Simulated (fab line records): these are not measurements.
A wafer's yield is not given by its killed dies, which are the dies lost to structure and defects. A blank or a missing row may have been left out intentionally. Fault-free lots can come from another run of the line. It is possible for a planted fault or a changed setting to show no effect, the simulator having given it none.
fab line records + flow n5-finfet + part 2 of 2: steps 21 to 27 of 27
record:
- lots: 5
- wafers: 15
- last-day: 15
route steps=1938 shown BEOL_M1@840 BEOL_M2@841
lots with no fault: from the same line, run without faults
start-h: hours from the record's first day to the start of the lot's first wafer shown + wait-h: hours elapsed since this lot's preceding step + " same as the row above + L1.1+2: several wafers, shown together as one row + - value missing, or start not given + * or withheld: withheld + < > ~ a bound
route shown NAME@n: names a module that has steps shown in the file, with the first one's number in the route + usual: mean and standard deviation over wafers with no fault + same: alike in all rows + chamber/n: place in a boat + sites: the reading at each site + _std_site: the values' standard deviation + _edge_site: outer sites' mean less inner sites' + radius-mm: for every site, how far away it sits from the centre of the wafer + mask NAME#n: copy n + behind: the last tool/chamber to shape the wafer + hold: the reason the lot was held/the length of the hold in hours/how it ended + device: names the non-switching transistor (n, p or np) + end of line: the same wafers' tests at the end of the route + step lacking rows: just its recipe + killed: the dies lost at the first sort to structure and to defects; this is not the yield of the wafer + map: dies across one wafer; x = killed, . = not, _ = none there
set.NAME: setting as actually run; set.NAME@STEP: the setting as run at that earlier step + model.NAME: the simulator's own value behind a step, which no gauge read
lots at some steps of the route; a table a step, a row a wafer
services: from which hour (start-h, from the record's first day; less than 0 if before it) a tool's chamber was out of use, for how many hours, and why
== steps ==
step: N5_BEOL_M2_ETCH_64
recipe:
- chemistry: N2/H2
- target: SOC
- target-depth-a: 750
- overetch-a: 225
- mask-material: SiARC
- temp-c: 40
- time-s: 121.9
- ion-energy-ev: 200
- pressure-mtorr: 30
- source-w: 840
- bias-w: 150
- n2-flow-sccm: 200
- h2-flow-sccm: 200
usual:
- drypump-motor-current-A: 5.6/0.6
- oes-product-au: 0.61/0.073
- rf-vpp-V: 524.3/2.7
- showerhead-plenum-p-Torr: 2.56/0.095
- temp-c: 40.00/0.11
- throttle-valve-pct: 17.85/0.26
same:
- time-s: 121.9
| lot.wafer | tool        | chamber | start-h | wait-h | drypump-motor-current-A | oes-product-au | rf-hours-counter-h | rf-vpp-V | showerhead-plenum-p-Torr | temp-c | throttle-valve-pct |
|-----------|-------------|---------|---------|--------|-------------------------|----------------|--------------------|----------|--------------------------|--------|--------------------|
| L075.2    | rie-diel-05 | 2       | 143.88  | 0.0    | 5.3                     | 0.67           | 35                 | 524.2    | 2.58                     | 40.18  | 17.38              |
| L075.4    | "           | 2       | "       | "      | 5.3                     | 0.67           | -                  | 525.1    | 2.58                     | 39.93  | 17.35              |
| L075.6    | "           | 1       | "       | "      | 5.3                     | 0.52           | -                  | 519.6    | 2.41                     | 40.04  | 18.29              |
| L078.2    | rie-diel-05 | 1       | 163.00  | 0.0    | 5.4                     | 0.51           | 247                | 520.7    | 2.40                     | 39.94  | 18.30              |
| L078.4    | "           | 0       | "       | "      | 4.8                     | 0.52           | 236                | 522.0    | 2.40                     | 39.96  | 18.05              |
| L078.5    | "           | 1       | "       | "      | 5.3                     | 0.51           | -                  | 520.0    | 2.40                     | 40.01  | 18.32              |
| L081.1    | rie-diel-05 | 3       | 175.23  | 0.0    | 6.3                     | 0.71           | 8                  | 526.0    | 2.61                     | 40.07  | 17.67              |
| L081.4    | "           | 3       | "       | "      | 6.3                     | 0.71           | -                  | 526.5    | 2.61                     | 40.07  | 17.68              |
| L081.6    | "           | 0       | "       | "      | 4.8                     | 0.52           | -                  | 520.1    | 2.40                     | 39.89  | 18.06              |
| L083.1    | rie-diel-06 | 2       | 188.19  | 0.0    | 5.1                     | 0.60           | 92                 | 527.4    | 2.69                     | 39.99  | 17.66              |
| L083.3    | "           | 1       | "       | "      | 4.8                     | 0.53           | 209                | 523.1    | 2.50                     | 40.08  | 17.89              |
| L083.6    | "           | 0       | "       | "      | 6.2                     | 0.52           | -                  | 522.8    | 2.51                     | 39.91  | 18.25              |
| L089.1    | rie-diel-05 | 1       | 224.87  | 0.0    | 5.3                     | 0.70           | 15                 | 529.3    | 2.71                     | 40.14  | 17.93              |
| L089.2    | "           | 3       | "       | "      | 6.4                     | 0.69           | 27                 | 525.0    | 2.61                     | 40.01  | 17.72              |
| L089.3    | "           | 2       | "       | "      | 5.3                     | 0.63           | 66                 | 525.9    | 2.57                     | 40.07  | 17.42              |
step: N5_BEOL_M2_STRIP_65
recipe:
- chemistry: N2/H2
- temp-c: 40
- n2-flow-sccm: 200
- h2-flow-sccm: 200
- rf-frequency-hz: 6e+07
| lot.wafer  | tool        | chamber | start-h | wait-h |
|------------|-------------|---------|---------|--------|
| L075.2+4+6 | rie-diel-05 | 2,2,1   | 144.00  | 0.1    |
| L078.2+4+5 | rie-diel-05 | 1,0,1   | 163.11  | 0.1    |
| L081.1+4+6 | rie-diel-05 | 3,3,0   | 175.34  | 0.1    |
| L083.1+3+6 | rie-diel-06 | 2,1,0   | 188.30  | 0.1    |
| L089.1+2+3 | rie-diel-05 | 1,3,2   | 224.98  | 0.1    |
step: N5_BEOL_M2_STRIP_75
recipe:
- chemistry: N2/H2
- temp-c: 40
- n2-flow-sccm: 200
- h2-flow-sccm: 200
- rf-frequency-hz: 6e+07
| lot.wafer  | tool        | chamber | start-h | wait-h |
|------------|-------------|---------|---------|--------|
| L075.2+4+6 | rie-diel-05 | 2,2,1   | 144.01  | 0.0    |
| L078.2+4+5 | rie-diel-05 | 1,0,1   | 163.12  | 0.0    |
| L081.1+4+6 | rie-diel-05 | 3,3,0   | 175.35  | 0.0    |
| L083.1+3+6 | rie-diel-06 | 2,1,0   | 188.31  | 0.0    |
| L089.1+2+3 | rie-diel-05 | 1,3,2   | 224.99  | 0.0    |
step: N5_BEOL_M2_STRIP_66
recipe:
- chemistry: CF4
- resist: SiARC
- power-w: 300
- bias-power-w: 75
- pressure-mtorr: 50
- cf4-flow-sccm: 150
- rf-frequency-hz: 6e+07
usual:
- drypump-motor-current-A: 5.6/0.6
- oes-product-au: 0.79/0.095
- rf-vpp-V: 271.4/1.6
- showerhead-plenum-p-Torr: 1.80/0.065
- throttle-valve-pct: 13.61/0.28
| lot.wafer | tool        | chamber | start-h | wait-h | drypump-motor-current-A | oes-product-au | rf-hours-counter-h | rf-vpp-V | showerhead-plenum-p-Torr | throttle-valve-pct |
|-----------|-------------|---------|---------|--------|-------------------------|----------------|--------------------|----------|--------------------------|--------------------|
| L075.2    | rie-diel-05 | 2       | 144.02  | 0.0    | 5.3                     | 0.87           | 35                 | 270.4    | 1.83                     | 13.16              |
| L075.4    | "           | 2       | "       | "      | 5.3                     | 0.87           | -                  | 271.6    | 1.83                     | 13.14              |
| L075.6    | "           | 1       | "       | "      | 5.3                     | 0.67           | -                  | 267.4    | 1.69                     | 14.01              |
| L078.2    | rie-diel-05 | 1       | 163.13  | 0.0    | 5.3                     | 0.67           | 247                | 269.4    | 1.69                     | 14.03              |
| L078.4    | "           | 0       | "       | "      | 4.8                     | 0.67           | 236                | 268.7    | 1.69                     | 13.84              |
| L078.5    | "           | 1       | "       | "      | 5.3                     | 0.67           | -                  | 268.6    | 1.69                     | 14.00              |
| L081.1    | rie-diel-05 | 3       | 175.36  | 0.0    | 6.3                     | 0.93           | 8                  | 272.7    | 1.81                     | 13.24              |
| L081.4    | "           | 3       | "       | "      | 6.3                     | 0.93           | -                  | 271.8    | 1.81                     | 13.23              |
| L081.6    | "           | 0       | "       | "      | 4.8                     | 0.68           | -                  | 270.0    | 1.69                     | 13.85              |
| L083.1    | rie-diel-06 | 2       | 188.32  | 0.0    | 5.1                     | 0.77           | 92                 | 272.3    | 1.91                     | 13.45              |
| L083.3    | "           | 1       | "       | "      | 4.8                     | 0.70           | 209                | 271.2    | 1.78                     | 13.83              |
| L083.6    | "           | 0       | "       | "      | 6.2                     | 0.68           | -                  | 271.9    | 1.77                     | 14.07              |
| L089.1    | rie-diel-05 | 1       | 225.00  | 0.0    | 5.3                     | 0.91           | 15                 | 272.0    | 1.89                     | 13.50              |
| L089.2    | "           | 3       | "       | "      | 6.3                     | 0.89           | 27                 | 273.6    | 1.81                     | 13.29              |
| L089.3    | "           | 2       | "       | "      | 5.3                     | 0.82           | 66                 | 271.9    | 1.82                     | 13.22              |
step: N5_BEOL_M2_HM_OPEN_17
recipe:
- chemistry: Cl2/BCl3
- target-depth-a: 200
- overetch-a: 60
- target: TiN
- mask-material: SOC
- ion-energy-ev: 150
- pressure-mtorr: 10
- icp-w: 1000
- bias-w: 126
- Cl2_flow_sccm: 53.25
- bcl3-flow-sccm: 21.75
- Ar_flow_sccm: 25
usual:
- drypump-motor-current-A: 5.8/0.43
- oes-product-au: 0.68/0.073
- throttle-valve-pct: 21.98/0.19
| lot.wafer | tool         | chamber | start-h | wait-h | drypump-motor-current-A | oes-product-au | rf-hours-counter-h | throttle-valve-pct |
|-----------|--------------|---------|---------|--------|-------------------------|----------------|--------------------|--------------------|
| L075.2    | rie-metal-03 | 1       | 144.06  | 0.0    | 5.6                     | 0.56           | 111                | 22.38              |
| L075.4    | "            | 0       | "       | "      | 5.3                     | 0.75           | -                  | 21.86              |
| L075.6    | "            | 0       | "       | "      | 5.3                     | 0.75           | -                  | 21.86              |
| L078.2    | rie-metal-01 | 0       | 163.21  | 0.1    | 5.9                     | 0.64           | -                  | 21.93              |
| L078.4    | "            | 0       | "       | "      | 5.9                     | 0.64           | -                  | 21.95              |
| L078.5    | "            | 0       | "       | "      | 5.9                     | 0.64           | -                  | 21.94              |
| L081.1    | rie-metal-03 | 1       | 175.41  | 0.0    | 5.6                     | 0.55           | 115                | 22.39              |
| L081.4    | "            | 0       | "       | "      | 5.3                     | 0.73           | -                  | 21.86              |
| L081.6    | "            | 0       | "       | "      | 5.3                     | 0.74           | -                  | 21.86              |
| L083.1    | rie-metal-02 | 1       | 188.36  | 0.0    | 5.8                     | 0.73           | 15                 | 21.97              |
| L083.3    | "            | 1       | "       | "      | 5.8                     | 0.72           | -                  | 21.96              |
| L083.6    | "            | 0       | "       | "      | 6.6                     | 0.71           | -                  | 21.79              |
| L089.1    | rie-metal-01 | 1       | 225.04  | 0.0    | 5.5                     | 0.77           | 4                  | 21.94              |
| L089.2    | "            | 0       | "       | "      | 5.8                     | 0.62           | 55                 | 21.97              |
| L089.3    | "            | 0       | "       | "      | 5.8                     | 0.62           | -                  | 21.97              |
step: N5_BEOL_M2_STRIP_19
recipe:
- chemistry: O2
- power-w: 400
- temp-c: 40
- pressure-mtorr: 30
- rf-frequency-hz: 6e+07
- bias-power-w: 0
- overash-fraction: 0.2
- o2-flow-sccm: 225
usual:
- drypump-motor-current-A: 5.6/0.62
- oes-product-au: 0.81/0.096
- rf-vpp-V: 3.6/0.52
- showerhead-plenum-p-Torr: 2.12/0.08
- temp-c: 39.99/0.11
- throttle-valve-pct: 16.68/0.25
| lot.wafer | tool        | chamber | start-h | wait-h | drypump-motor-current-A | oes-product-au | rf-hours-counter-h | rf-vpp-V | showerhead-plenum-p-Torr | temp-c | throttle-valve-pct |
|-----------|-------------|---------|---------|--------|-------------------------|----------------|--------------------|----------|--------------------------|--------|--------------------|
| L075.2    | rie-diel-06 | 1       | 144.17  | 0.1    | 4.8                     | 0.70           | 194                | 3.1      | 2.05                     | 39.77  | 16.69              |
| L075.4    | "           | 3       | "       | "      | 5.9                     | 0.84           | 82                 | 3.9      | 2.12                     | 40.22  | 16.61              |
| L075.6    | "           | 3       | "       | "      | 5.9                     | 0.83           | -                  | 3.3      | 2.12                     | 40.03  | 16.63              |
| L078.2    | rie-diel-05 | 1       | 163.38  | 0.1    | 5.3                     | 0.67           | 248                | 3.5      | 1.96                     | 39.90  | 17.02              |
| L078.4    | "           | 3       | "       | "      | 6.3                     | 0.99           | 3                  | 3.0      | 2.14                     | 39.85  | 16.43              |
| L078.5    | "           | 0       | "       | "      | 4.8                     | 0.67           | -                  | 3.4      | 2.00                     | 39.98  | 17.00              |
| L081.1    | rie-diel-04 | 3       | 175.53  | 0.1    | 6.2                     | 0.77           | 124                | 3.6      | 2.01                     | 39.85  | 16.89              |
| L081.4    | "           | 0       | "       | "      | 6.7                     | 0.73           | -                  | 3.2      | 2.15                     | 39.99  | 16.60              |
| L081.6    | "           | 1       | "       | "      | 5.9                     | 0.69           | -                  | 3.1      | 2.17                     | 40.10  | 17.38              |
| L083.1    | rie-diel-04 | 3       | 188.47  | 0.1    | 6.2                     | 0.77           | 128                | 3.0      | 2.01                     | 39.94  | 16.89              |
| L083.3    | "           | 0       | "       | "      | 6.7                     | 0.73           | 187                | 4.0      | 2.15                     | 39.95  | 16.62              |
| L083.6    | "           | 0       | "       | "      | 6.7                     | 0.73           | -                  | 4.3      | 2.15                     | 39.99  | 16.59              |
| L089.1    | rie-diel-04 | 0       | 225.15  | 0.1    | 6.7                     | 0.72           | 201                | 3.0      | 2.15                     | 40.00  | 16.63              |
| L089.2    | "           | 2       | "       | "      | 5.7                     | 0.94           | 17                 | 3.6      | 2.04                     | 40.23  | 16.46              |
| L089.3    | "           | 3       | "       | "      | 6.2                     | 0.75           | 141                | 4.3      | 2.01                     | 40.02  | 16.91              |
step: N5_BEOL_M2_CD_MEAS_18
recipe:
- pitch-nm: 36
- target-cd-nm: 18
usual:
- cd-nm: 18.0/0.42
| lot.wafer | tool      | chamber | start-h | wait-h | cd-nm |
|-----------|-----------|---------|---------|--------|-------|
| L075.2    | cd-sem-02 | -       | 144.25  | 0.1    | 18.2  |
| L075.4    | "         | -       | "       | "      | 18.5  |
| L075.6    | "         | -       | "       | "      | 18.1  |
| L078.2    | cd-sem-02 | -       | 163.45  | 0.1    | 17.7  |
| L078.4    | "         | -       | "       | "      | 17.6  |
| L078.5    | "         | -       | "       | "      | 17.6  |
| L081.1    | cd-sem-03 | -       | 175.59  | 0.0    | 18.2  |
| L081.4    | "         | -       | "       | "      | 18.1  |
| L081.6    | "         | -       | "       | "      | 18.6  |
| L083.1    | cd-sem-01 | -       | 188.54  | 0.0    | 17.8  |
| L083.3    | "         | -       | "       | "      | 18.3  |
| L083.6    | "         | -       | "       | "      | 18.2  |
| L089.1    | cd-sem-03 | -       | 225.22  | 0.0    | 18.4  |
| L089.2    | "         | -       | "       | "      | 17.6  |
| L089.3    | "         | -       | "       | "      | 17.8  |
== services ==
| tool           | chamber | start-h | hours | kind                          |
|----------------|---------|---------|-------|-------------------------------|
| euv-scanner-01 | -       | 117.85  | 1.5   | repair                        |
| euv-scanner-02 | -       | 120.61  | 1.0   | pm                            |
| pvd-sputter-02 | -       | 127.15  | 4.5   | repair                        |
| euv-scanner-01 | -       | 132.71  | 1.0   | pm                            |
| rie-diel-05    | 3       | 133.54  | -     | clean                         |
| rie-diel-05    | 3       | 133.54  | -     | consumable-replace:focus-ring |
| rie-diel-05    | 3       | 133.54  | 18.2  | scheduled-down                |
| rie-diel-05    | 3       | 133.54  | 18.2  | vent-cycle                    |
| rie-diel-04    | 0       | 138.65  | 5.3   | repair                        |
| pecvd-03       | -       | 138.88  | 0.5   | repair                        |
| rie-diel-06    | 0       | 147.08  | 5.7   | repair                        |
| rie-metal-02   | -       | 156.51  | 1.4   | pm                            |
| rie-diel-05    | 1       | 170.15  | -     | clean                         |
| rie-diel-05    | 1       | 170.15  | -     | consumable-replace:focus-ring |
| rie-diel-05    | 1       | 170.15  | -     | consumable-replace:showerhead |
| rie-diel-05    | 1       | 170.15  | 17.4  | scheduled-down                |
| rie-diel-05    | 1       | 170.15  | 17.4  | vent-cycle                    |
| euv-scanner-02 | -       | 176.76  | 1.0   | pm                            |
| euv-scanner-01 | -       | 188.86  | 1.0   | pm                            |
| euv-scanner-01 | -       | 200.38  | 4.6   | pm                            |
| rie-diel-05    | 0       | 200.40  | -     | clean                         |
| rie-diel-05    | 0       | 200.40  | -     | consumable-replace:focus-ring |
| rie-diel-05    | 0       | 200.40  | -     | consumable-replace:showerhead |
| rie-diel-05    | 0       | 200.40  | 14.8  | scheduled-down                |
